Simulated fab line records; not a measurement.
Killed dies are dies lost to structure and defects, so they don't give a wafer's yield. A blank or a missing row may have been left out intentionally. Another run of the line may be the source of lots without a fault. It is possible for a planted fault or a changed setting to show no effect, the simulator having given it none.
Lot-split experiment ; flow n5Finfet ; 7 lots, 39 wafers read, on a route of 1938 steps

== ON THE SPLIT ==
At N5_FIN_SAQP_PECVD_06 (deposits a-Si from SiH4/He, target thk 60 nm, time 48.1 s), the setting timeS was moved away from the recipe's 48.1 s on 12 of the 39 wafers read, by -36.8% to +56.4%. The other wafers ran this setting at the recipe's value.

== FROM THE SPLIT TO THE READING: what the file shows between them, 5 steps ==
- N5_FIN_SAQP_THK_MEAS_07
- N5_FIN_SAQP_HM_DEP_72: deposits SiO2 from SiH4/N2O, target thk 12 nm, time 7.2 s
- N5_FIN_SAQP_COAT_49: time 60 s, resist thk 100 nm
- N5_FIN_SAQP_HM_OPEN_73: chemistry CHF3/O2, target SiO2, stops on a-Si, target depth 12 nm, time 16.8 s
- N5_FIN_SAQP_STRIP_74: strips in CHF3/O2

== THE READING ==
oesProductAu, in a.u., at N5_FIN_SAQP_MANDREL_ETCH_22 (etches a-Si in HBr/Cl2, stops on SiNx, target depth 60 nm, bt time 10 s, time 30 s). Typical for fault-free wafers on this fab line: 0.770 a.u., with standard deviation 0.015 a.u.

wafer;tool, chamber at the split;timeS as run, s;against the recipe;oesProductAu, a.u.;against lot-mates on the recipe
L076.1;pecvd-04, 1;48.1;recipe;0.782;-
L076.2;pecvd-04, 2;48.1;recipe;0.760;-
L076.3;pecvd-04, 0;75.25;+56.4%;0.977;+0.208
L076.4;pecvd-04, 1;75.25;+56.4%;0.988;+0.219
L076.5;pecvd-04, 2;75.25;+56.4%;0.991;+0.222
L076.6;pecvd-04, 0;48.1;recipe;0.765;-
L078.1;pecvd-04, 1;48.1;recipe;0.777;-
L078.2;pecvd-04, 2;48.1;recipe;0.751;-
L078.3;pecvd-04, 0;48.1;recipe;0.767;-
L078.4;pecvd-04, 1;48.1;recipe;0.748;-
L078.5;pecvd-04, 2;48.1;recipe;0.789;-
L078.6;pecvd-04, 0;48.1;recipe;0.748;-
L082.1;pecvd-02, 1;30.4;-36.8%;0.596;-0.177
L082.2;pecvd-02, 0;48.1;recipe;0.771;-
L082.3;pecvd-02, 2;48.1;recipe;0.782;-
L082.4;pecvd-02, 2;30.4;-36.8%;0.606;-0.167
L082.5;pecvd-02, 0;30.4;-36.8%;0.614;-0.159
L082.6;pecvd-02, 1;48.1;recipe;0.765;-
L085.4;pecvd-02, 0;48.1;recipe;0.771;-
L085.5;pecvd-02, 2;48.1;recipe;0.758;-
L085.6;pecvd-02, 1;48.1;recipe;0.765;-
L087.1;pecvd-02, 1;48.1;recipe;0.755;-
L087.2;pecvd-02, 2;48.1;recipe;0.767;-
L087.3;pecvd-02, 0;62.14;+29.2%;0.889;+0.123
L087.4;pecvd-02, 0;62.14;+29.2%;0.918;+0.152
L087.5;pecvd-02, 2;48.1;recipe;0.777;-
L087.6;pecvd-02, 1;62.14;+29.2%;0.901;+0.135
L093.1;pecvd-03, 1;48.1;recipe;0.765;-
L093.2;pecvd-03, 0;38.76;-19.4%;0.685;-0.086
L093.3;pecvd-03, 2;38.76;-19.4%;0.676;-0.095
L093.4;pecvd-03, 2;48.1;recipe;0.781;-
L093.5;pecvd-03, 0;48.1;recipe;0.767;-
L093.6;pecvd-03, 1;38.76;-19.4%;0.691;-0.080
L095.1;pecvd-03, 0;48.1;recipe;0.776;-
L095.2;pecvd-03, 2;48.1;recipe;0.769;-
L095.3;pecvd-03, 1;48.1;recipe;0.767;-
L095.4;pecvd-03, 1;48.1;recipe;0.771;-
L095.5;pecvd-03, 2;48.1;recipe;0.772;-
L095.6;pecvd-03, 0;48.1;recipe;0.769;-

FIT RESULTS
A straight line over all 39 wafers: oesProductAu changes by +0.00413 a.u. for each +1% of timeS; r = +0.99; the points scatter about the line by 0.012 a.u.
The same after taking each lot's own level away (the mean of its wafers on the recipe; 39 wafers): +0.00418 a.u. for each +1%; r = +0.99; scatter 0.012 a.u.
That fit puts the effect of the largest move of timeS on the reading at 0.24 a.u.
From 0.7633 to 0.7727 a.u.: that is the span of the lots' own levels, equal to 0.6 times the standard deviation above.
The two slopes are in agreement: the lot-to-lot level therefore moves the slope only a little.
Check: with one of the wafers moved furthest among these (+56.4%) left out of the fit, the line predicts +0.24 a.u. for it against its lot-mates. Against them it came out at +0.208 a.u.

== THE OTHER SPLITS THESE WAFERS WENT THROUGH ==
Other splits were also applied to these wafers ahead of the reading. Each is held against what the fit with the lots' levels taken away leaves over:
other split on the same wafers;wafers away from the commonest value;r with oesProductAu (lot level and that fit taken away)
N5_PMOS_HMC_CHANNEL_EPI_DESCUM_14 timeS;12;-0.26

== THE WHOLE CHAIN: every reading that the file lists as answering this split, in the file's order ==
step;what it does;reading;change (the file's fit);r (the file's)
N5_FIN_SAQP_PECVD_06;deposits a-Si from SiH4/He, target thk 60 nm, time 48.1 s;a-Si_of_FIN_SAQP_PECVD_06.thkNm (the simulator's own value, which no gauge read);+0.615 nm for each +1% of the setting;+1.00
N5_FIN_SAQP_THK_MEAS_07;;thkNm;withheld for each +1% of the setting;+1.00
N5_FIN_SAQP_MANDREL_ETCH_22;etches a-Si in HBr/Cl2, stops on SiNx, target depth 60 nm, bt time 10 s, time 30 s;oesProductAu;+0.00417 a.u. for each +1% of the setting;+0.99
N5_FIN_SAQP_MANDREL_ETCH_22;etches a-Si in HBr/Cl2, stops on SiNx, target depth 60 nm, bt time 10 s, time 30 s;etch.depthNm (the simulator's own value, which no gauge read);+0.547 nm for each +1% of the setting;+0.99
N5_FIN_SAQP_INSPECT_40;inspects for defects (brightfield);rawDefectCount;not straight: 154 at the lowest setting, 201 at the recipe, 1813 at the highest;not given

== THE FILE'S OWN FIT ==
oesProductAu changes by +0.00417 a.u. for each +1% of timeS, r = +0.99.
